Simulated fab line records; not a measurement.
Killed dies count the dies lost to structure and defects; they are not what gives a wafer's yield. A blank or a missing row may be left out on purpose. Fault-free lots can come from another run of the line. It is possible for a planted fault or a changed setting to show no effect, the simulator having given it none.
fab line records ; flow n5Finfet
record lots=3; wafers=9; lastDay=20
route steps=1938 shown MOL_CONTACT_COAG@623 BEOL_M0_SAQP@632 BEOL_M0@720 BEOL_M4@1111 PASSIVATION@1936
lots untouched by any fault: they come from a run of this same line in which no faults occurred
startH: the number of hours between the record's first day and the start of the first shown wafer of the lot ; waitH: how many hours have passed since the lot's step before this one ; " same as the row above ; L1.1+2: several wafers, shown together as one row ; - either no value or no given start ; * or withheld: withheld ; < > ~ a bound
route shown NAME@n: NAME is a module with steps in the file, n the number in the route of the first one ; usual: average and standard deviation across the fault-free wafers ; same: alike in all rows ; chamber/n: place in a boat ; sites: readings site by site ; _std_site: how widely they spread, as a standard deviation ; _edge_site: outer sites' mean less inner sites' ; radiusMm: for every site, how far away it sits from the centre of the wafer ; mask NAME#n: copy n ; behind: the last tool/chamber to shape the wafer ; hold: the reason the lot was held/the length of the hold in hours/how it ended ; device: which transistor (n, p or np) failed to switch ; end of line: the route-end tests of the same wafers ; step lacking rows: just its recipe ; killed: dies that structure and defects cost at the first sort, which is not the same as the wafer's yield ; map: per-die view of a wafer (x killed, . not killed, _ where there is no die)
set.NAME: the setting as run; set.NAME@STEP: as run at that earlier step ; model.NAME: the simulator's own value behind a step, which no gauge read
certain route steps with their lots: each step a table, each wafer a row
services: from which hour (startH, from the record's first day; less than 0 if before it) a tool's chamber was out of use, for how many hours, and why
## steps
# step N5_MOL_CONTACT_COAG_PRE_CLEAN_121
# recipe gas=H2/He; timeS=*; tempC=withheld
# step N5_MOL_CONTACT_COAG_CVD_140
# recipe material=W; targetThkA=665; mode=selectiveFill; tempC=300; timeS=215
# step N5_MOL_CONTACT_COAG_PRECLEAN_127
# recipe chemistry=DIW; timeS=57.5; tempC=23
# step N5_MOL_CONTACT_COAG_SRD_128
# recipe dryTimeS=32; dry=n2Spin; spinRpm=1500
# step N5_MOL_CONTACT_COAG_CMP_52
# recipe stopOn=SiO2; tOverpolishS=1.5; postCmpClean=wDiluteNh4oh; downForcePsi=4; platenRpm=50.289; padVelocityMS=1.0006; targetThkNm=66.5
# step N5_MOL_CONTACT_COAG_ANNEAL_112
# recipe tempC=400; timeS=1800; ambient=HPD2; pressureAtm=10
# step N5_BEOL_M0_SAQP_PECVD_00
# recipe material=SiCN; targetThkA=80; tempC=withheld; precursor=3MS/NH3; pressureTorr=3; rfW=202; timeS=14
# step N5_BEOL_M0_SAQP_ILD_DEP_01
# recipe material=SiOC; targetThkA=454.19; tempC=350; precursor=DEMS/O2; pressureTorr=5; rfW=500; timeS=8.7
# step N5_BEOL_M0_SAQP_HM_DEP_02
# recipe material=TiN; targetThkA=120; tempC=25; chamberPressurePa=0.49996
# step N5_BEOL_M0_SAQP_PECVD_03
# recipe material=SiCN; targetThkA=120; tempC=withheld; precursor=3MS/NH3; pressureTorr=3; rfW=202; timeS=21.1
# usual showerheadPlenumPTorr=3.662/0.013; throttleValvePct=9.0/0.59
lot.wafer;tool;chamber;startH;waitH;showerheadPlenumPTorr;throttleValvePct
L140.1;pecvd-03;1;158.97;0.1;3.668;9.5
L140.3;pecvd-03;0;158.97;0.1;3.666;8.8
L140.4;pecvd-03;2;158.97;0.1;3.649;8.5
L145.1;pecvd-03;2;182.92;0.1;3.652;8.4
L145.4;pecvd-03;0;182.92;0.1;3.664;8.6
L145.6;pecvd-03;1;182.92;0.1;3.677;9.6
L154.1;pecvd-01;0;239.08;0.1;3.640;9.8
L154.5;pecvd-01;1;239.08;0.1;3.675;9.4
L154.6;pecvd-01;0;239.08;0.1;3.640;9.7
# step N5_BEOL_M0_SAQP_PECVD_96
# recipe material=a-Si; targetThkA=450; tempC=350; precursor=SiH4/He; pressureTorr=3; rfW=100; timeS=45.2
# step N5_BEOL_M0_SAQP_PECVD_97
# recipe material=SiNx; targetThkA=230; tempC=350; precursor=SiH4/NH3/N2; pressureTorr=1.5; rfW=300; timeS=19.9
# step N5_BEOL_M0_SAQP_PECVD_04
# recipe material=a-Si; targetThkA=600; tempC=350; precursor=SiH4/He; pressureTorr=3; rfW=100; timeS=60.2
# step N5_BEOL_M0_SAQP_HM_DEP_111
# recipe material=SiO2; targetThkA=120; tempC=400; precursor=SiH4/N2O; pressureTorr=0.75; rfW=275; timeS=7.2
# step N5_BEOL_M0_SAQP_COAT_81
# recipe resist=SOC; tempC=250; timeS=60; spinRpm=1500; resistThkNm=100
# step N5_BEOL_M0_SAQP_COAT_82
# recipe resist=SiARC; tempC=220; timeS=60; spinRpm=1500; resistThkNm=30
# step N5_BEOL_M0_SAQP_COAT_08
# recipe resist=CAR-ArF; spinRpm=1500; resistThkNm=90
# step N5_BEOL_M0_SAQP_EBR_10
# recipe solvent=PGMEA; ebrWidthMm=1.5
# step N5_BEOL_M0_SAQP_SOFTBAKE_09
# recipe tempC=110; timeS=60; resist=CAR-ArF
# step N5_BEOL_M0_SAQP_EXPOSE_11
# recipe maskId=M0_CORE; na=1.35; sourceShape=dipole; sigmaInner=0.538; sigmaOuter=0.738; polarization=te; targetCdNm=42; doseMj=55
# step N5_BEOL_M0_SAQP_PEB_12
# recipe pebTempC=withheld; pebTimeS=60; resist=CAR-ArF
# step N5_BEOL_M0_SAQP_DEVELOP_13
# recipe developTimeS=30; developer=TMAH; resist=CAR-ArF; devTempC=23; rinseLiquid=diw; dry=airSpin
# step N5_BEOL_M0_SAQP_DESCUM_19
# recipe chemistry=O2; timeS=7.9; sourcePowerW=50; biasPowerW=20; pressureMtorr=20; rfFrequencyHz=2.712e+07; tempC=40; resist=CAR-ArF; o2FlowSccm=225
# step N5_BEOL_M0_SAQP_ETCH_83
# recipe chemistry=CF4; target=SiARC; targetDepthA=390; maskMaterial=CAR-ArF; timeS=65; ionEnergyEv=80; pressureMtorr=40; sourceW=545; biasW=36; Ar_flow_sccm=100; cf4FlowSccm=100; ends=cleared
# step N5_BEOL_M0_SAQP_ETCH_84
# recipe chemistry=N2/H2; target=SOC; targetDepthA=1000; overetchA=200; maskMaterial=SiARC; tempC=40; timeS=150; ionEnergyEv=200; pressureMtorr=30; sourceW=840; biasW=150; n2FlowSccm=200; h2FlowSccm=200
# step N5_BEOL_M0_SAQP_STRIP_80
# recipe chemistry=N2/H2; tempC=40; n2FlowSccm=200; h2FlowSccm=200; rfFrequencyHz=6e+07
# step N5_BEOL_M0_SAQP_HM_OPEN_112
# recipe chemistry=CHF3/O2; target=SiO2; stopOn=a-Si; targetDepthA=120; overEtchFrac=1.25; maskMaterial=SOC; timeS=13.5; pressureMtorr=30; sourceW=650; biasW=170; Ar_flow_sccm=200; CHF3_flow_sccm=50; O2_flow_sccm=5; ionEnergyEv=200; ends=endPoint
# step N5_BEOL_M0_SAQP_STRIP_113
# recipe chemistry=CHF3/O2; resist=SiARC; rfFrequencyHz=6e+07
# step N5_BEOL_M0_SAQP_MANDREL_ETCH_20
# recipe targetDepthA=600; chemistry=HBr/Cl2; target=a-Si; stopOn=SiNx; btTimeS=10; maskMaterial=SOC; overEtchFrac=0.5; timeS=30; pressureMtorr=10; icpW=800; biasW=75; HBr_flow_sccm=150; Cl2_flow_sccm=80; ends=endPoint
# step N5_BEOL_M0_SAQP_STRIP_86
# recipe chemistry=N2/H2; powerW=500; tempC=40; pressureMtorr=50; rfFrequencyHz=6e+07; overashFraction=0.3; biasPowerW=28; h2Frac=0.5; n2FlowSccm=300; h2FlowSccm=300
# step N5_BEOL_M0_SAQP_STRIP_115
# recipe chemistry=postEtchResidueRemover; timeS=60; tempC=25; removerPh=withheld; removerWaterWtPct=withheld; removerFluorideWtPct=withheld
# step N5_BEOL_M0_SAQP_SRD_93
# recipe dry=ipaMarangoni; timeS=30; tempC=23; rinseLiquid=diw
# step N5_BEOL_M0_SAQP_RECESS_114
# recipe chemistry=HF/NH3; target=SiO2; targetDepthA=144; afsCycles=3; tempC=30; sublimationTempC=180; sublimationTimeS=60
# step N5_BEOL_M0_SAQP_SPACER1_ALD_98
# recipe material=SiO2; targetThkA=128; tempC=300; aldPrecursorFamily=BDEAS; aldCoReactant=O2-plasma; pulseTimeS=1; purgeTimeS=2; coReactantPurgeTimeS=2; aldCycles=138; pressureTorr=2
# step N5_BEOL_M0_SAQP_SPACER1_ETCHBACK_99
# recipe chemistry=CHF3/O2; mode=anisotropicEtchback; target=SiO2; targetDepthA=154; timeS=7.7; pressureMtorr=30; sourceW=650; biasW=170; Ar_flow_sccm=200; CHF3_flow_sccm=50; O2_flow_sccm=5; ionEnergyEv=200
# step N5_BEOL_M0_ETCH_128
# recipe chemistry=CF4/N2; targetDepthA=120; overetchA=51; target=SiCN; timeS=21.4; ionEnergyEv=150; pressureMtorr=40; sourceW=430; biasW=70; Ar_flow_sccm=100; cf4FlowSccm=60; n2FlowSccm=60
# usual drypumpMotorCurrentA=5.6/0.53; oesProductAu=0.53/0.052; rfVppV=382.2/1.5; showerheadPlenumPTorr=2.21/0.05; throttleValvePct=15.28/0.16
lot.wafer;tool;chamber;startH;waitH;drypumpMotorCurrentA;oesProductAu;rfHoursCounterH;rfVppV;showerheadPlenumPTorr;throttleValvePct
L140.1;rieDiel-05;0;170.38;0.0;5.3;0.53;97;381.2;2.23;15.33
L140.3;rieDiel-05;2;170.38;0.0;5.4;0.52;133;382.2;2.22;15.15
L140.4;rieDiel-05;1;170.38;0.0;6.4;0.61;31;381.4;2.18;15.07
L145.1;rieDiel-04;2;191.00;0.4;4.9;0.53;144;383.5;2.21;15.07
L145.4;rieDiel-04;1;191.00;0.4;6.4;0.62;33;382.9;2.25;15.42
L145.6;rieDiel-04;2;191.00;0.4;4.9;0.36;-;381.6;2.21;15.09
L154.1;rieDiel-01;1;249.96;1.0;5.1;0.49;185;385.0;2.29;15.44
L154.5;rieDiel-01;3;249.96;1.0;5.6;0.56;-;380.8;2.15;15.13
L154.6;rieDiel-01;0;249.96;1.0;5.5;0.47;-;381.1;2.20;15.60
# step N5_BEOL_M0_OCD_MEAS_108
# usual trenchDepthNm=32.5/0.66
lot.wafer;tool;chamber;startH;waitH;trenchDepthNm
L140.1;ocd-01;-;170.52;0.1;33.4
L140.3;ocd-01;-;170.52;0.1;32.6
L140.4;ocd-01;-;170.52;0.1;32.6
L145.1;ocd-01;-;191.15;0.1;31.2
L145.4;ocd-01;-;191.15;0.1;33.6
L145.6;ocd-01;-;191.15;0.1;14.2
L154.1;ocd-01;-;250.11;0.1;32.0
L154.5;ocd-01;-;250.11;0.1;32.7
L154.6;ocd-01;-;250.11;0.1;32.6
# step N5_BEOL_M4_RC_MEAS_101
# usual DIBL_N=37.1/2.6; DIBL_P=38/3; IOFF_N=0.18/0.052; IOFF_P=0.25/0.06; ION_N=678/15; ION_P=467/8.6; SS_N=71.7/0.73; SS_P=73.7/0.89; VT_N=249/4.3; VT_P=-248/3.8
lot.wafer;tool;chamber;startH;waitH;DIBL_N[mV/V];DIBL_P[mV/V];IOFF_N[nA/um];IOFF_P[nA/um];ION_N[uA/um];ION_P[uA/um];SS_N[mV/dec];SS_P[mV/dec];VT_N[mV];VT_P[mV]
L140.1;prober-02;0;285.00;0.0;35.9;34;0.15;0.21;688;473;70.5;73.0;248;-248
L140.3;prober-02;0;285.00;0.0;40.0;39;0.22;0.29;679;467;73.0;74.0;247;-245
L140.4;prober-02;0;285.00;0.0;42.2;41;0.31;0.35;705;475;72.6;75.0;242;-241
L145.1;prober-02;0;323.11;0.0;34.0;32;0.11;0.16;657;450;71.3;73.2;256;-255
L145.4;prober-02;0;323.11;0.0;35.6;33;0.13;0.18;667;457;72.0;73.3;253;-254
L145.6;prober-02;0;323.11;0.0;38.1;36;0.18;0.21;687;464;72.2;73.5;251;-254
L154.1;prober-02;0;367.66;0.0;35.7;37;0.16;0.21;676;466;71.6;73.2;247;-249
L154.5;prober-02;0;367.66;0.0;40.8;43;0.26;0.33;675;463;73.7;74.7;246;-245
L154.6;prober-02;0;367.66;0.0;35.8;37;0.18;0.23;694;475;70.6;74.2;249;-246
# step N5_PASSIVATION_PROBE_49
# usual defectLimitedYield=91.4/1.4; killed_at_M0_to_M3=34/9.1; killed_at_M4_up=14/5.2; killedAtContacts=12/6.4; killedAtFrontEnd=38/11; killedAtOther=3.7/2.8; killedDies=102/17; killedOnRim=14/3.9; killedOpen=68/13; killedShort=32/7.8; sort_bin_4_leakage=0.05/0.3; sort_bin_5_function=5.1/1; sort_bin_6_memory=3.2/0.66; sortNPass=1076/19; sortYieldPct=91.2/1.6
# same grossDies=1180; killedAtBackSide=0; sort_bin_8_speed[%]=0
lot.wafer;tool;chamber;startH;waitH;defectLimitedYield[%];killed_at_M0_to_M3;killed_at_M4_up;killedAtContacts;killedAtFrontEnd;killedAtOther;killedDies;killedOnRim;killedOpen;killedShort;sort_bin_4_leakage[%];sort_bin_5_function[%];sort_bin_6_memory[%];sortNPass;sortYieldPct[%]
L140.1;prober-02;-;392.25;0.0;90.5;44;14;14;37;3;112;9;78;34;0;6.4;3.0;1068;90.5
L140.3;prober-02;-;392.35;0.1;90.7;42;17;22;27;2;110;12;84;25;0;5.3;4.0;1070;90.7
L140.4;prober-02;-;392.40;0.2;90.5;38;23;8;41;2;112;12;88;24;0.08;5.6;3.6;1067;90.4
L145.1;prober-02;-;432.04;0.0;91.4;33;14;12;41;1;101;15;68;32;0;4.7;3.8;1079;91.4
L145.4;prober-02;-;432.19;0.2;91.1;38;10;14;37;6;105;14;63;38;0;5.3;3.6;1075;91.1
L145.6;prober-02;-;432.29;0.3;52.5;508;11;4;31;6;560;77;51;29;0;36.9;2.5;620;52.5
L154.1;prober-02;-;478.26;0.0;90.7;39;15;13;42;1;110;22;80;28;0;6.1;3.1;1070;90.7
L154.5;prober-02;-;478.46;0.2;89.7;48;12;22;32;7;121;22;85;36;0;5.8;4.2;1059;89.7
L154.6;prober-02;-;478.51;0.3;91.9;28;17;9;28;13;95;10;69;24;0;5.1;3.0;1085;91.9
# killed by level:class
L140.1 MOL_CONTACT_COAG:geometricParticle:open=13 BEOL_M2:geometricParticle:open=12 BEOL_M3:geometricParticle:open=11 FIN_SAQP:geometricParticle:open=7 BEOL_M0_SAQP:geometricParticle:short=7 BEOL_M5:geometricParticle:open=6 BEOL_M1:geometricParticle:open=5 FIN_SAQP:geometricParticle:short=4
L140.3 MOL_CONTACT_COAG:geometricParticle:open=19 BEOL_M3:geometricParticle:open=13 BEOL_M4:geometricParticle:open=12 BEOL_M2:geometricParticle:open=11 GATE_CUT:geometricParticle:short=7 BEOL_M1:geometricParticle:open=6 STI_FIN_REVEAL:geometricParticle:open=4 BEOL_M0_SAQP:geometricParticle:short=4
L140.4 FIN_SAQP:geometricParticle:open=13 BEOL_M2:geometricParticle:open=13 BEOL_M4:geometricParticle:open=13 BEOL_M3:geometricParticle:open=9 MOL_CONTACT_COAG:geometricParticle:open=7 BEOL_M1:geometricParticle:open=6 DUMMY_GATE:geometricParticle:open=5 SPACER0:geometricParticle:open=4
L145.1 FIN_SAQP:geometricParticle:open=9 BEOL_M2:geometricParticle:open=9 STI_FIN_REVEAL:geometricParticle:open=8 MOL_CONTACT_COAG:geometricParticle:open=8 DUMMY_GATE:geometricParticle:open=7 FIN_SAQP:geometricParticle:short=6 BEOL_M0_SAQP:geometricParticle:open=6 BEOL_M4:geometricParticle:open=6
L145.4 MOL_CONTACT_COAG:geometricParticle:open=12 BEOL_M0_SAQP:geometricParticle:short=9 BEOL_M0_SAQP:geometricParticle:open=7 BEOL_M1:geometricParticle:open=7 FIN_SAQP:geometricParticle:short=6 BEOL_M2:geometricParticle:open=6 STI_FIN_REVEAL:geometricParticle:open=5 BEOL_M3:geometricParticle:open=5
L145.6 BEOL_M0:areaEtch=385 BEOL_M0_SAQP:areaPecvd=92 BEOL_M0_SAQP:geometricParticle:open=7 BEOL_M0_SAQP:geometricParticle:short=7 DUMMY_GATE:geometricParticle:open=6 BEOL_M1:geometricParticle:open=5 FIN_SAQP:geometricParticle:open=4 BEOL_M2:geometricParticle:open=4
L154.1 STI_FIN_REVEAL:geometricParticle:open=17 MOL_CONTACT_COAG:geometricParticle:open=11 BEOL_M0_SAQP:geometricParticle:open=10 BEOL_M4:geometricParticle:open=8 BEOL_M2:geometricParticle:open=7 BEOL_M0_SAQP:geometricParticle:short=6 BEOL_M3:geometricParticle:open=6 FIN_SAQP:geometricParticle:open=5
L154.5 MOL_CONTACT_COAG:geometricParticle:open=18 STI_FIN_REVEAL:geometricParticle:open=12 BEOL_M0_SAQP:geometricParticle:open=12 BEOL_M0_SAQP:geometricParticle:short=11 BEOL_M2:geometricParticle:open=10 BEOL_M1:geometricParticle:open=8 BEOL_M4:geometricParticle:open=5 MOL_CONTACT_COAG:geometricParticle:short=4
L154.6 BEOL_M2:geometricParticle:open=12 STI_FIN_REVEAL:geometricParticle:open=10 MOL_CONTACT_COAG:geometricParticle:open=8 BEOL_M4:geometricParticle:open=6 MIM_TOP_ETCH:geometricParticle:open=5 FIN_SAQP:geometricParticle:open=4 BEOL_M0_SAQP:geometricParticle:short=4 BEOL_M3:geometricParticle:open=4
# map L145.6 (x killed, . not)
_________________x.xx.xx.xx.x________________
______________x..............x.._____________
___________xxxx...............x...x__________
__________x............xx..........x_________
________..x........x.................x_______
_______................................______
______.x..........x..............x....xx_____
_____x..x.........xxxxxxxxx.x............____
____x.x........xxxxxxxxxxxxxxx..x........x___
___x......xx..xxxxxxxxxxxxxxxxxx.x.......xx__
___..x.x.....xxxxxxxxxxxxxxxxxxxxx......x.x__
__x.........xxxxxxxxxxxxxxxxxxxxxx........x._
__......x..xxxxxxxxxxxxxxxxxxxxxxx.......x.x_
_xxxx..x...xxxxxxxxxxxxxxxxxxxxxxxx.......x.x
_..........xxxxxxxxxxxxxxxxxxxxxxxx.......xxx
_x........xxxxxxxxxxxxxxxxxxxxxxxxxx.......xx
_xx.......xxxxxxxxxxxxxxxxxxxxxxxxx..........
_x........xxxxxxxxxxxxxxxxxxxxxxxxxx.......xx
_.........xxxxxxxxxxxxxxxxxxxxxxxxx.......xxx
_...xxx..xxxxxxxxxxxxxxxxxxxxxxxxxx........xx
_.x......x.xxxxxxxxxxxxxxxxxxxxxxxx........x.
__.........xxxxxxxxxxxxxxxxxxxxxxxxx......xx_
__..........xxxxxxxxxxxxxxxxxxxxxx..x..x..x._
___x......x..xxxxxxxxxxxxxxxxxxxx........x.__
___x..x.......xxxxxxxxxxxxxxxxxx.x.........__
____x..x........xxxxxxxxxxxxxx....x.....xx___
_____xxx.x.......xxxxxxxxxxx........x.x.x____
______..x.....................x....xx.xx_____
_______.xx....................x.......x______
________.x............x.....x.......x._______
__________x..........x.x.......x.xx._________
___________x.......x.............xx__________
______________.x...xx.xx...x.xx._____________
_________________.xxx.xxx.xx.________________
# map L140.1 (x killed, . not)
_________________........x...________________
______________.............x...._____________
___________.x......................__________
__________..x.x....................._________
________......x......................._______
_______....xx..................x...x..x______
______.................................._____
_____...........x........x.........x....x____
____......x........x.............xx.......___
___..x..............................x......__
___.......x.......x................x.x.....__
__x..................x.................x.x.._
__......x....................xx.........x..._
_..........x....x....x.....x....x...x....x...
_...x..x.....................x...x...........
_......x.x......x.................x..........
_..x..xx...........x...............x.........
_...x......................x.......x.........
_................x.........x.................
_........x......x.........x.........x........
_..............x....x..........x..x......x...
__.x.......xx....xx........................._
__.............x...x.....x...x.............._
___.....x.......x.......x.......x..........__
___.......x..x........................x....__
____...........x........xx.............x..___
_____....................x....x......x...____
______...........x.............x........_____
_______x...x.x............x......x.....______
________..................x.......x.x._______
__________x.......x.xx..........x.x._________
___________............x....x......__________
______________.....x.xx.x......._____________
_________________............________________
## services
tool;chamber;startH;hours;kind
rieDiel-01;-;147.93;0.5;repair
pecvd-01;2;169.92;2.1;scheduledDown
rieDiel-05;-;177.06;2.8;pm
rieDiel-05;-;188.93;0.2;repair
pecvd-03;2;202.38;-;clean
pecvd-03;2;202.38;-;consumableReplace:showerhead
pecvd-03;2;202.38;29.0;scheduledDown
pecvd-03;2;202.38;29.0;ventCycle
rieDiel-04;3;206.48;9.8;repair
rieDiel-01;0;208.40;5.3;repair
rieDiel-05;-;208.65;0.6;repair
rieDiel-01;3;226.33;4.3;repair
rieDiel-05;1;232.14;1.4;repair
pecvd-03;2;238.13;4.2;repair
rieDiel-01;2;238.47;-;clean
rieDiel-01;2;238.47;-;consumableReplace:focusRing
rieDiel-01;2;238.47;-;consumableReplace:showerhead
rieDiel-01;2;238.47;17.9;scheduledDown
rieDiel-01;2;238.47;17.9;ventCycle
pecvd-03;0;248.51;5.5;scheduledDown
## key
firstSign step=N5_BEOL_M0_ETCH_128; reading=oesProductAu; direction=down; sigmas=3.3; usual=0.53; struck=0.36
effect step=N5_BEOL_M0_OCD_MEAS_108; reading=trenchDepthNm; direction=down; sigmas=28; usual=32.5; struck=14.2
effect step=N5_PASSIVATION_PROBE_49; reading=killed_at_M0_to_M3; direction=up; sigmas=52; usual=34; struck=508
moreKillsBornAt N5_BEOL_M0_ETCH_138@rieDiel-01=385; N5_BEOL_M0_SAQP_PECVD_03@pecvd-03=92
metAt N5_BEOL_M0_SAQP_PECVD_03
struckWafers L145.6
onsetBetween 158.97 182.92
fault kind=siteProfileDrift; tool=pecvd-03; chamber=1; onsetH=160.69; steps=N5_BEOL_M0_SAQP_PECVD_03; basis=fraction; maxAbsDrift=0.4885; slopeSharePerHr=108.56; sitePattern=0,0,0,0,0,-1,-1,-1,-1
